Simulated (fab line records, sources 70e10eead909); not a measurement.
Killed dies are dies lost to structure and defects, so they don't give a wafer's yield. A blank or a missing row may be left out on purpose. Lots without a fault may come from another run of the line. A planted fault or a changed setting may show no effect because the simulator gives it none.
fab line records | flow nand_harc | part 1 of 2: steps 1 to 19 of 32
record lots=5 wafers=15 last_day=23
route steps=1159 shown P_GATE@139
lots that met no fault: from a run of the same line without faults
start_h: hours from the record's first day to the start of the lot's first wafer shown | wait_h: hours since the lot's step before | " the same as in the row above | L1.1+2: a row that stands for several wafers | - no value, or no start given | * or withheld: withheld | < > ~ a bound
route shown NAME@n: a module of which the file shows steps, and the number in the route of the first | usual: mean/standard deviation of fault-free wafers | same: alike in all rows | chamber/n: place in a boat | sites: the reading at each site | _std_site: their standard deviation | _edge_site: outer sites' mean less inner sites' | radius_mm: how far each site lies from the wafer's centre | mask NAME#n: copy n | behind: the tool/chamber that last shaped the wafer | hold: why the lot was held/for how many hours/how that ended | device: the transistor (n, p or np) that didn't switch | end of line: the same wafers' tests at the end of the route | a step without rows: its recipe alone | killed: dies lost to structure and defects at the first sort, not the wafer's yield | map: a wafer's dies, x killed, . not, _ none there
set.NAME: the setting as run; set.NAME@STEP: as run at that earlier step | model.NAME: the simulator's own value behind a step, which no gauge read
lots at some steps of the route; a table a step, a row a wafer
services: from which hour (start_h, from the record's first day; less than 0 if before it) a tool's chamber was out of use, for how many hours, and why
## steps
# step NHARC_P_GATE_PEB_24
# recipe peb_temp_c=100 peb_time_s=65
# usual chill_plate_temp_C=23.03/0.11
# columns lot.wafer tool chamber start_h wait_h chill_plate_temp_C
L077.1 litho_track-06 0 107.70 0.1 22.89
L077.4 " 0 " " 22.96
L077.6 " 0 " " 22.96
L078.2 litho_track-06 0 108.35 0.1 23.23
L078.3 " 0 " " 23.13
L078.4 " 0 " " 23.22
L080.3 litho_track-06 0 126.83 0.0 23.15
L080.4 " 0 " " 23.00
L080.6 " 0 " " 23.10
L087.1 litho_track-04 0 168.07 0.1 22.93
L087.2 " 0 " " 22.91
L087.4 " 0 " " 23.00
L092.3 litho_track-06 0 195.71 0.1 23.01
L092.5 " 0 " " 23.09
L092.6 " 0 " " 23.07
# step NHARC_P_GATE_DEVELOP_25
# recipe develop_time_s=35 dev_temp_c=23
# usual chill_plate_temp_C=23.00/0.11
# columns lot.wafer tool chamber start_h wait_h chill_plate_temp_C
L077.1 litho_track-06 0 - - 22.84
L077.4 " 0 " " 22.99
L077.6 " 0 " " 22.92
L078.2 litho_track-06 0 - - 22.95
L078.3 " 0 " " 22.98
L078.4 " 0 " " 23.20
L080.3 litho_track-06 0 - - 23.03
L080.4 " 0 " " 22.91
L080.6 " 0 " " 23.04
L087.1 litho_track-04 0 - - 22.98
L087.2 " 0 " " 23.02
L087.4 " 0 " " 23.05
L092.3 litho_track-06 0 - - 23.02
L092.5 " 0 " " 22.96
L092.6 " 0 " " 23.12
# step NHARC_P_GATE_CD_MEAS_26
# recipe target_cd_nm=120 landing_energy_ev=500
# usual cd_nm=120.2/0.65
# columns lot.wafer tool chamber start_h wait_h cd_nm
L077.1 cd_sem-02 0 107.78 - 120.0
L077.4 " 0 " " 120.5
L077.6 " 0 " " 119.5
L078.2 cd_sem-01 0 108.43 - 120.9
L078.3 " 0 " " 120.4
L078.4 " 0 " " 119.7
L080.3 cd_sem-03 0 126.91 - 120.7
L080.4 " 0 " " 120.2
L080.6 " 0 " " 120.4
L087.1 cd_sem-03 0 168.15 - 119.8
L087.2 " 0 " " 119.2
L087.4 " 0 " " 118.6
L092.3 cd_sem-01 0 195.79 - 120.5
L092.5 " 0 " " 120.1
L092.6 " 0 " " 120.3
# step NHARC_P_GATE_OVL_MEAS_27
# usual overlay_x_nm=-0.3/0.79 overlay_y_nm=0.1/0.64
# columns lot.wafer tool chamber start_h wait_h overlay_x_nm overlay_y_nm
L077.1 overlay-01 - 107.87 - -1.4 0.2
L077.4 " - " " -1.2 -0.3
L077.6 " - " " -1.1 0.0
L078.2 overlay-02 - 108.51 - 0.9 0.7
L078.3 " - " " 1.9 0.6
L078.4 " - " " 1.3 0.8
L080.3 overlay-01 - 127.01 - 0.1 0.4
L080.4 " - " " -0.2 0.1
L080.6 " - " " -0.3 0.7
L087.1 overlay-01 - 168.24 - 0.2 1.4
L087.2 " - " " -0.5 1.4
L087.4 " - " " 0.1 1.3
L092.3 overlay-02 - 195.88 - -0.2 0.5
L092.5 " - " " 0.0 -0.2
L092.6 " - " " 0.1 -0.2
# step NHARC_P_GATE_INSPECT_28
# usual raw_defect_count=6.0/2.9
# columns lot.wafer tool chamber start_h wait_h raw_defect_count
L077.1 defect_inspect-01 - 107.91 0.0 4
L077.4 " - " " 6
L077.6 " - " " 10
L078.2 defect_inspect-02 - 108.55 0.0 4
L078.3 " - " " 2
L078.4 " - " " 3
L080.3 defect_inspect-02 - 127.05 0.0 7
L080.4 " - " " 10
L080.6 " - " " 5
L087.1 defect_inspect-02 - 168.27 0.0 6
L087.2 " - " " 6
L087.4 " - " " 5
L092.3 defect_inspect-02 - 195.91 0.0 7
L092.5 " - " " 7
L092.6 " - " " 10
# step NHARC_P_GATE_DESCUM_31
# recipe time_s=3 o2_flow_sccm=200 ar_flow_sccm=0 bias_power_w=0 chemistry=O2
# usual drypump_motor_current_A=5.9/0.51 oes_product_au=1.004/0.01 rf_vpp_V=57.8/0.89 showerhead_plenum_p_Torr=1.91/0.079 throttle_valve_pct=11.311/0.0083
# columns lot.wafer tool chamber start_h wait_h drypump_motor_current_A oes_product_au rf_hours_counter_h rf_vpp_V showerhead_plenum_p_Torr throttle_valve_pct
L077.1 rie_diel-12 0 107.97 0.1 5.4 1.004 15 57.0 1.78 11.322
L077.4 " 3 " " 5.3 1.008 13 58.6 1.99 11.322
L077.6 " 1 " " 6.6 1.006 - 56.5 1.88 11.307
L078.3 rie_diel-10 2 108.68 0.1 5.1 1.000 41 56.9 1.86 11.304
L078.2 " 3 " " 5.8 1.012 39 58.1 1.91 11.308
L078.4 " 0 " " 5.7 0.983 39 58.3 1.86 11.302
L080.3 rie_diel-12 3 127.12 0.1 5.3 1.012 16 58.6 1.99 11.322
L080.4 " 0 " " 5.4 1.011 18 57.8 1.78 11.300
L080.6 " 2 " " 6.3 1.008 - 58.3 2.05 11.306
L087.2 rie_diel-13 0 168.33 0.1 5.7 1.011 22 58.8 1.93 11.302
L087.1 " 1 " " 6.6 1.012 17 57.2 1.90 11.295
L087.4 " 3 " " 6.2 1.012 23 60.3 1.89 11.309
L092.3 rie_diel-13 0 196.00 0.1 5.7 1.011 33 58.1 1.92 11.299
L092.5 " 1 " " 6.6 1.018 - 57.0 1.90 11.319
L092.6 " 2 " " 5.9 1.022 - 56.4 1.83 11.326
# step NHARC_P_GATE_ETCH_104
# recipe target_depth_a=600 time_s=withheld cf4_flow_sccm=100 chf3_flow_sccm=30 ar_flow_sccm=0 rf_w=500 bias_w=200 chemistry=CF4/CHF3
# usual drypump_motor_current_A=5.8/0.5 oes_product_au=0.951/0.022 rf_vpp_V=370.4/2.2 showerhead_plenum_p_Torr=1.57/0.062 throttle_valve_pct=16.802/0.009
# columns lot.wafer tool chamber start_h wait_h drypump_motor_current_A oes_product_au rf_vpp_V showerhead_plenum_p_Torr throttle_valve_pct
L077.1 rie_diel-12 2 108.11 0.1 6.2 0.941 373.1 1.68 16.800
L077.4 " 3 " " 5.3 0.924 372.9 1.63 16.805
L077.6 " 1 " " 6.6 0.924 368.8 1.55 16.807
L078.2 rie_diel-10 0 108.78 0.1 5.7 0.942 369.2 1.53 16.790
L078.3 " 1 " " 5.4 0.943 373.8 1.66 16.791
L078.4 " 3 " " 5.8 0.957 370.2 1.57 16.813
L080.3 rie_diel-12 3 127.19 0.1 5.4 1.002 371.1 1.63 16.815
L080.4 " 1 " " 6.6 0.983 368.5 1.54 16.812
L080.6 " 3 " " 5.4 0.990 373.4 1.63 16.821
L087.2 rie_diel-13 0 168.42 0.1 5.7 0.977 370.0 1.58 16.806
L087.4 " 2 " " 5.9 0.982 368.2 1.51 16.789
L087.1 " 3 " " 6.2 0.994 369.3 1.56 16.805
L092.3 rie_diel-13 2 196.06 0.1 5.9 0.974 368.9 1.51 16.794
L092.6 " 2 " " 5.8 0.989 368.7 1.51 16.800
L092.5 " 3 " " 6.2 0.990 370.2 1.55 16.788
# step NHARC_P_GATE_HM_OPEN_105
# recipe target_depth_a=3600 o2_flow_sccm=400 cos_flow_sccm=20 ar_flow_sccm=0 rf_w=500 bias_w=300 chemistry=O2/COS
# usual drypump_motor_current_A=5.9/0.51 oes_product_au=1.002/0.011 rf_vpp_V=467.0/2.7 showerhead_plenum_p_Torr=3.12/0.12 throttle_valve_pct=28.329/0.0089
# columns lot.wafer tool chamber start_h wait_h drypump_motor_current_A oes_product_au rf_hours_counter_h rf_vpp_V showerhead_plenum_p_Torr throttle_valve_pct
L077.1 rie_diel-12 2 - - 6.3 1.002 14 471.9 3.33 28.321
L077.4 " 0 " " 5.5 0.999 15 463.4 2.92 28.337
L077.6 " 1 " " 6.6 1.002 - 466.4 3.07 28.313
L078.2 rie_diel-10 2 - - 5.0 0.990 41 464.8 3.04 28.326
L078.4 " 3 " " 5.9 1.006 39 467.2 3.12 28.340
L078.3 " 0 " " 5.8 0.980 39 464.4 3.03 28.332
L080.4 rie_diel-12 2 - - 6.2 0.995 17 470.6 3.33 28.324
L080.3 " 3 " " 5.4 1.014 16 470.8 3.23 28.323
L080.6 " 1 " " 6.6 0.995 - 465.5 3.06 28.343
L087.2 rie_diel-13 2 - - 5.8 1.003 22 464.0 2.99 28.322
L087.4 " 0 " " 5.8 1.014 22 468.6 3.14 28.332
L087.1 " 1 " " 6.7 1.014 17 468.4 3.10 28.325
L092.3 rie_diel-13 3 - - 6.2 1.011 34 466.1 3.08 28.334
L092.6 " 3 " " 6.2 1.016 - 466.1 3.08 28.327
L092.5 " 0 " " 5.7 1.004 - 467.2 3.14 28.332
# step NHARC_P_GATE_STRIP_106
# recipe o2_flow_sccm=400 cos_flow_sccm=20 ar_flow_sccm=0 bias_w=0 chemistry=O2/COS
# columns lot.wafer tool chamber start_h wait_h
L077.4+1+6 rie_diel-12 3,1,0 - -
L078.4+2+3 rie_diel-10 3,0,1 - -
L080.4+3+6 rie_diel-12 3,1,3 - -
L087.1+2+4 rie_diel-13 2,0,1 - -
L092.3+5+6 rie_diel-13 0,1,2 - -
# step NHARC_P_GATE_ETCH_114
# recipe target_depth_a=300 overetch_a=30 time_s=16.5 ion_energy_ev=100 cf4_flow_sccm=80 o2_flow_sccm=20 ar_flow_sccm=0 rf_w=300 bias_w=100 chemistry=CF4/O2
# usual drypump_motor_current_A=5.8/0.49 oes_product_au=1.002/0.011 rf_vpp_V=197.7/1.3 showerhead_plenum_p_Torr=1.33/0.053 throttle_valve_pct=13.397/0.0076
# columns lot.wafer tool chamber start_h wait_h drypump_motor_current_A oes_product_au rf_hours_counter_h rf_vpp_V showerhead_plenum_p_Torr throttle_valve_pct
L077.4 rie_diel-12 3 - - 5.4 1.012 13 198.6 1.38 13.395
L077.1 " 0 " " 5.5 0.998 15 196.9 1.25 13.399
L077.6 " 2 " " 6.2 1.002 - 199.9 1.43 13.405
L078.3 rie_diel-10 0 - - 5.7 0.981 39 196.2 1.30 13.401
L078.2 " 1 " " 5.4 0.989 42 200.8 1.41 13.397
L078.4 " 2 " " 5.0 0.991 41 196.0 1.30 13.398
L080.4 rie_diel-12 0 - - 5.4 1.007 18 195.7 1.24 13.387
L080.3 " 1 " " 6.6 1.016 17 197.6 1.31 13.401
L080.6 " 2 " " 6.3 1.006 - 199.0 1.43 13.397
L087.4 rie_diel-13 1 - - 6.6 1.015 17 198.7 1.33 13.378
L087.1 " 2 " " 5.8 1.005 22 197.1 1.28 13.392
L087.2 " 3 " " 6.2 1.007 23 197.1 1.32 13.400
L092.3 rie_diel-13 2 - - 5.8 1.024 35 197.6 1.28 13.397
L092.6 " 2 " " 5.9 1.019 - 197.1 1.28 13.385
L092.5 " 3 " " 6.2 1.009 - 198.2 1.32 13.400
# step NHARC_P_GATE_ETCH_32
# recipe target_depth_a=1500 over_etch_frac=1 over_etch_ion_energy_ev=40 time_s=100.1 hbr_flow_sccm=150 cl2_flow_sccm=50 rf_w=400 icp_w=400 bias_w=100 chemistry=HBr/Cl2
# usual drypump_motor_current_A=5.6/0.35 oes_product_au=1.002/0.008 throttle_valve_pct=26.405/0.0083
# columns lot.wafer tool chamber start_h wait_h drypump_motor_current_A oes_product_au rf_hours_counter_h throttle_valve_pct
L077.4 rie_si-06 3 108.52 - 5.3 1.016 0.9 26.400
L077.1 " 0 " " 6.0 0.999 0.9 26.409
L077.6 " 3 " " 5.3 1.015 - 26.420
L078.2 rie_si-05 3 109.16 - 5.4 0.997 0.3 26.414
L078.3 " 0 " " 5.6 1.004 0.3 26.407
L078.4 " 2 " " 5.2 0.999 0.3 26.403
L080.4 rie_si-03 0 127.72 - 5.3 0.989 1.4 26.419
L080.3 " 3 " " 5.7 0.989 1.1 26.416
L080.6 " 0 " " 5.3 0.999 - 26.422
L087.1 rie_si-03 3 168.83 - 5.7 1.003 0.0 26.408
L087.2 " 0 " " 5.3 0.992 0.0 26.416
L087.4 " 2 " " 6.3 1.008 0.1 26.410
L092.3 rie_si-03 3 196.52 - 5.7 1.009 0.3 26.398
L092.6 " 2 " " 6.3 1.011 - 26.400
L092.5 " 3 " " 5.7 1.008 - 26.409
# step NHARC_P_GATE_STRIP_108
# recipe o2_flow_sccm=500 ar_flow_sccm=0 bias_w=0 chemistry=O2
# usual drypump_motor_current_A=5.9/0.49 oes_product_au=1.003/0.0098 rf_vpp_V=57.7/0.89 showerhead_plenum_p_Torr=3.53/0.13 throttle_valve_pct=17.038/0.0092
# columns lot.wafer tool chamber start_h wait_h drypump_motor_current_A oes_product_au rf_hours_counter_h rf_vpp_V showerhead_plenum_p_Torr throttle_valve_pct
L077.1 rie_diel-13 2 108.74 - 5.9 1.013 0 56.3 3.40 17.043
L077.4 " 3 " " 6.2 1.006 0 58.1 3.50 17.043
L077.6 " 2 " " 5.9 1.021 - 57.3 3.40 17.036
L078.4 rie_diel-12 2 109.32 - 6.3 1.004 14 57.8 3.76 17.045
L078.3 " 3 " " 5.4 1.008 13 57.8 3.65 17.044
L078.2 " 0 " " 5.5 1.008 15 56.7 3.30 17.052
L080.3 rie_diel-12 2 127.88 - 6.3 1.001 17 58.4 3.76 17.018
L080.4 " 1 " " 6.6 1.014 17 56.5 3.46 17.025
L080.6 " 2 " " 6.3 0.999 - 57.9 3.76 17.026
L087.1 rie_diel-13 0 169.06 - 5.7 1.017 22 58.3 3.55 17.035
L087.4 " 2 " " 5.9 1.012 22 58.9 3.38 17.047
L087.2 " 3 " " 6.2 1.010 23 56.9 3.49 17.040
L092.3 rie_diel-13 2 196.71 - 5.9 1.016 35 57.6 3.38 17.018
L092.5 " 3 " " 6.2 1.019 - 57.3 3.48 17.042
L092.6 " 0 " " 5.8 0.998 - 58.5 3.55 17.049
# step NHARC_P_GATE_CD_MEAS_33
# usual cd_nm=121.8/2.9
# columns lot.wafer tool chamber start_h wait_h cd_nm
L077.1 cd_sem-02 - 108.90 - 123.5
L077.4 " - " " 123.1
L077.6 " - " " 121.3
L078.2 cd_sem-01 - 109.49 - 123.9
L078.3 " - " " 123.3
L078.4 " - " " 126.0
L080.3 cd_sem-01 - 128.06 - 125.9
L080.4 " - " " 124.1
L080.6 " - " " 122.5
L087.1 cd_sem-02 - 169.24 - 120.2
L087.2 " - " " 118.7
L087.4 " - " " 117.2
L092.3 cd_sem-03 - 196.84 - 122.4
L092.5 " - " " 122.3
L092.6 " - " " 118.1
# step NHARC_P_GATE_STRIP_35
# recipe time_s=600 temp_c=130 chemistry=SPM
# usual bath_heat_duty_pct=15.3/1.7
# columns lot.wafer tool chamber start_h wait_h bath_heat_duty_pct
L077.1 wet_bench-09 3 108.98 0.1 12.9
L077.6 " 6 " " 14.5
L077.4 " 7 " " 15.0
L078.2 wet_bench-05 0 109.58 0.1 13.4
L078.4 " 3 " " 16.9
L078.3 " 4 " " 15.6
L080.6 wet_bench-05 3 128.14 0.1 18.3
L080.4 " 5 " " 16.5
L080.3 " 7 " " 15.4
L087.1 wet_bench-05 6 169.33 0.1 17.6
L087.4 " 0 " " 11.1
L087.2 " 2 " " 16.7
L092.6 wet_bench-09 6 196.92 0.1 16.6
L092.3 " 2 " " 14.0
L092.5 " 3 " " 13.8
# step NHARC_P_GATE_PRECLEAN_73
# recipe time_s=* temp_c=50 bath_age_min=0 chemistry=SC1
# usual bath_heat_duty_pct=7.4/0.85
# columns lot.wafer tool chamber start_h wait_h bath_heat_duty_pct
L077.1 wet_bench-09 3 - - 6.5
L077.6 " 6 " " 7.4
L077.4 " 7 " " 7.7
L078.2 wet_bench-05 0 - - 5.9
L078.4 " 3 " " 9.8
L078.3 " 4 " " 6.9
L080.6 wet_bench-05 3 - - 7.6
L080.4 " 5 " " 8.2
L080.3 " 7 " " 7.0
L087.1 wet_bench-05 6 - - 9.1
L087.4 " 0 " " 5.3
L087.2 " 2 " " 8.6
L092.6 wet_bench-09 6 - - 7.7
L092.3 " 2 " " 6.5
L092.5 " 3 " " 6.5
# step NHARC_P_GATE_SRD_74
# columns lot.wafer tool chamber start_h wait_h
L077.1+6+4 wet_bench-09 3,6,7 - -
L078.2+4+3 wet_bench-05 0,3,4 - -
L080.6+4+3 wet_bench-05 3,5,7 - -
L087.1+4+2 wet_bench-05 6,0,2 - -
L092.6+3+5 wet_bench-09 6,2,3 - -
# step NHARC_P_GATE_ALD_36
# recipe target_thk_a=200 pulse_time_s=60 ald_cycles=223 temp_c=400 material=SiNx
# usual heater_power_w=812/65 precursor_pulse_height_rel=1.002/0.022
# same pulse_time_s=60
# columns lot.wafer tool chamber start_h wait_h heater_power_w precursor_pulse_height_rel
L078.3 ald_sin-02 2 109.95 - 770 1.015
L078.4 " 3 111.00 - 825 1.006
L078.2 " 0 112.04 - 855 1.024
L077.1 ald_sin-01 2 110.42 - 753 1.013
L077.4 " 3 111.48 - 729 0.999
L077.6 " 2 114.66 - 746 1.002
L080.4 ald_sin-02 1 128.51 - 771 0.999
L080.3 " 2 129.57 - 750 0.993
L080.6 " 2 133.80 - 752 1.003
L087.4 ald_sin-02 2 169.69 - 772 0.989
L087.2 " 3 170.75 - 812 1.007
L087.1 " 0 171.82 - 865 1.029
L092.3 ald_sin-02 2 198.67 - 747 0.984
L092.6 " 1 201.42 - 766 0.998
L092.5 " 3 204.17 - 836 1.029
# step NHARC_P_GATE_ETCHBACK_37
# recipe target_depth_a=345 time_s=17.2 chf3_flow_sccm=50 o2_flow_sccm=10 ar_flow_sccm=200 rf_w=500 bias_w=200 chemistry=CHF3/O2
# usual drypump_motor_current_A=5.9/0.51 oes_product_au=0.96/0.038 rf_vpp_V=370.7/2.5 showerhead_plenum_p_Torr=2.40/0.11 throttle_valve_pct=20.573/0.0092
# columns lot.wafer tool chamber start_h wait_h drypump_motor_current_A oes_product_au rf_hours_counter_h rf_vpp_V showerhead_plenum_p_Torr throttle_valve_pct
L077.1 rie_diel-13 2 - - 5.9 0.94 2 367.3 2.31 20.554
L077.4 " 3 " " 6.2 0.92 2 369.7 2.38 20.571
L077.6 " 1 " " 6.6 0.92 - 370.4 2.39 20.563
L078.4 rie_diel-12 0 - - 5.5 0.93 17 367.6 2.24 20.568
L078.3 " 1 " " 6.6 0.93 15 369.3 2.36 20.577
L078.2 " 2 " " 6.3 0.93 16 372.8 2.57 20.580
L080.4 rie_diel-13 0 - - 5.7 1.01 9 370.6 2.42 20.570
L080.3 " 1 " " 6.6 1.00 8 369.2 2.39 20.570
L080.6 " 3 " " 6.2 1.01 - 370.9 2.38 20.580
L087.1 rie_diel-13 2 - - 5.9 0.93 27 369.3 2.30 20.575
L087.4 " 3 " " 6.2 0.94 28 369.8 2.37 20.570
L087.2 " 0 " " 5.7 0.93 27 372.2 2.42 20.568
L092.3 rie_diel-10 0 - - 5.7 0.99 7 367.8 2.32 20.575
L092.5 " 1 " " 5.4 1.00 - 373.6 2.53 20.561
L092.6 " 2 " " 5.0 0.99 - 368.8 2.33 20.564
# step NHARC_P_GATE_STRIP_101
# recipe time_s=20 o2_flow_sccm=500 ar_flow_sccm=0 bias_w=0 chemistry=O2
# usual drypump_motor_current_A=5.9/0.51 oes_product_au=1.003/0.01 rf_vpp_V=57.8/1 showerhead_plenum_p_Torr=3.52/0.15 throttle_valve_pct=17.037/0.0098
# columns lot.wafer tool chamber start_h wait_h drypump_motor_current_A oes_product_au rf_hours_counter_h rf_vpp_V showerhead_plenum_p_Torr throttle_valve_pct
L077.1 rie_diel-13 0 118.99 0.1 5.7 1.012 2 57.1 3.56 17.034
L077.4 " 2 " " 5.9 1.016 2 59.6 3.39 17.023
L077.6 " 1 " " 6.6 1.004 - 59.2 3.51 17.034
L078.2 rie_diel-12 3 119.50 0.1 5.4 1.003 15 57.8 3.65 17.028
L078.3 " 0 " " 5.5 1.002 17 58.1 3.30 17.035
L078.4 " 1 " " 6.7 1.000 15 58.5 3.46 17.027
L080.3 rie_diel-13 1 138.16 0.1 6.6 1.010 8 58.5 3.51 17.027
L080.4 " 3 " " 6.2 1.012 9 57.9 3.50 17.025
L080.6 " 1 " " 6.6 1.016 - 57.6 3.51 17.026
L087.1 rie_diel-13 3 179.33 0.1 6.2 1.015 28 57.7 3.49 17.032
L087.2 " 0 " " 5.7 1.013 27 56.6 3.55 17.040
L087.4 " 2 " " 5.9 1.013 27 58.6 3.38 17.027
L092.3 rie_diel-10 2 208.82 0.1 5.0 0.993 7 57.5 3.42 17.033
L092.6 " 1 " " 5.4 0.995 - 58.4 3.71 17.040
L092.5 " 2 " " 5.0 0.992 - 57.7 3.42 17.034
